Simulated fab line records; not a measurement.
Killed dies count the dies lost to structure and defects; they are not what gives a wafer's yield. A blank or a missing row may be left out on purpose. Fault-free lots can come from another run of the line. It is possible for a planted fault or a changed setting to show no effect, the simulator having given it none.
One fault through the eyes of 3 desks ; flow n5 finfet ; every desk sees just its own numbers, and what lay behind them comes last

## THE DEFECT DESK
Inspection counts along the route, by lot: the mean over sampled wafers that carry a number. Any lot whose mean is over 4 standard deviations away from the usual mean is out of limits and marked OUT; that distance is given in the brackets.
Columns: A = raw defect count at N5_BEOL_M0_INSPECT_127, usual 69
lot;first seen here;A
L210;day 6 04:40;72
L213;day 6 13:55;49
L215;day 7 13:47;57
L221;day 8 22:28;1250 (+42) OUT
L225;day 10 01:00;1765 (+61) OUT
L224;day 10 01:22;1806 (+62) OUT
L226;day 10 01:38;54
L227;day 10 07:40;74
L228;day 10 16:10;52
L230;day 11 01:05;56
This desk finds L221, L224, L225 out of limits, L221 being first, at day 8 22:28 (raw defect count at N5_BEOL_M0_INSPECT_127). Within limits: L210, L213, L215, L226, L227, L228, L230.

## AT THE METROLOGY DESK
Lot by lot, what the gauges showed, no matter which tool ran the lot: averages of those sampled wafers that carry a number. Any lot whose mean is over 4 standard deviations away from the usual mean is out of limits and marked OUT; that distance is given in the brackets. Readings shown: 7 of its 10, picked as those furthest out on some lot.
Columns: A = DIBL_N at N5_BEOL_M4_RC_MEAS_101, usual 36.0 mV/V; B = DIBL_P at N5_BEOL_M4_RC_MEAS_101, usual 36.2 mV/V; C = IOFF_N at N5_BEOL_M4_RC_MEAS_101, usual 0.16 nA/um; D = ION_N at N5_BEOL_M4_RC_MEAS_101, usual 672 uA/um; E = SS_N at N5_BEOL_M4_RC_MEAS_101, usual 71.4 mV/dec; F = SS_P at N5_BEOL_M4_RC_MEAS_101, usual 73.2 mV/dec; G = VT_N at N5_BEOL_M4_RC_MEAS_101, usual 250 mV
lot;first seen here;A;B;C;D;E;F;G
L210;day 9 13:01;35.0;35.5;0.15;677;71.1;73.6;249
L213;day 9 15:58;35.6;35.1;0.12;665;71.0;72.5;254
L215;day 10 20:53;35.9;37.6;0.16;667;71.7;73.7;251
L221;day 12 09:06;33.8;35.5;0.14;657;71.7;73.2;251
L225;day 13 12:04;35.8;37.0;0.16;677;71.8;73.0;250
L227;day 13 14:39;33.5;32.0;0.10;652;70.3;72.4;256
L224;day 13 14:44;36.6;37.7;0.17;665;72.0;73.7;251
L226;day 13 15:56;34.5;34.6;0.14;664;71.8;72.2;252
L228;day 13 16:46;39.4;38.8;0.21;693;72.1;74.5;247
L230;day 14 04:13;37.3;37.1;0.18;687;71.8;73.0;249
Finding of this desk: none of the 10 lots has anything out of limits.

## FOR THE TOOL OWNER'S DESK: cmp-02
The tool's own readings at N5_BEOL_M0_CMP_120 (polishes, stops on SiOC, t overpolish 6.9 s): means of the sampled wafers that have a number, for each lot that ran on this tool. Any lot whose mean is over 4 standard deviations away from the usual mean is out of limits and marked OUT; that distance is given in the brackets.
Columns: A = barrier field endpoint s at N5_BEOL_M0_CMP_120, usual 3.60 s; B = clearing platen down force psi at N5_BEOL_M0_CMP_120, usual 1.500 psi; C = motor current A at N5_BEOL_M0_CMP_120, usual 5.8 A; D = overpolish run s at N5_BEOL_M0_CMP_120, usual 6.900 s; E = time to endpoint s at N5_BEOL_M0_CMP_120, usual 60.6 s
lot;first seen here;A;B;C;D;E
L210;day 6 04:02;3.52;1.504;5.7;6.896;60.0
L215;day 7 13:13;3.49;1.501;5.7;6.907;60.9
L221;day 8 21:52;5.22 (+14) OUT;1.499;5.5;6.902;69.2
L225;day 10 00:32;5.28 (+14) OUT;1.500;5.9;6.892;71.8 (+4.5) OUT
L224;day 10 00:56;5.49 (+16) OUT;1.500;6.0;6.902;72.5 (+4.8) OUT
This desk finds L221, L224, L225 out of limits, L221 being first, at day 8 21:52 (barrier field endpoint s at N5_BEOL_M0_CMP_120). Within limits: L210, L215.

## ALL TOGETHER
The tool owner's desk had the chance to raise an alarm at day 8 21:52 on L221, L224, L225.
The defect desk could have raised an alarm at day 8 22:28, on L221, L224, L225.
The metrology desk saw nothing out of limits.
The metrology desk holds a record of L221, L224, L225, inside its limits.
Every lot named ran N5_BEOL_M0_CMP_120 on cmp-02.

## WHAT THE SIMULATOR HAD PUT IN
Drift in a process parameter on cmp-02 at N5_BEOL_M0_CMP_120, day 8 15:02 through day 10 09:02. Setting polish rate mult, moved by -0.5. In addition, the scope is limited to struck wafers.
Struck lots among those shown: L221, L224, L225.
Hours from the fault's start to each desk's first reading out of limits: the tool owner's desk, 7; the defect desk, 7.
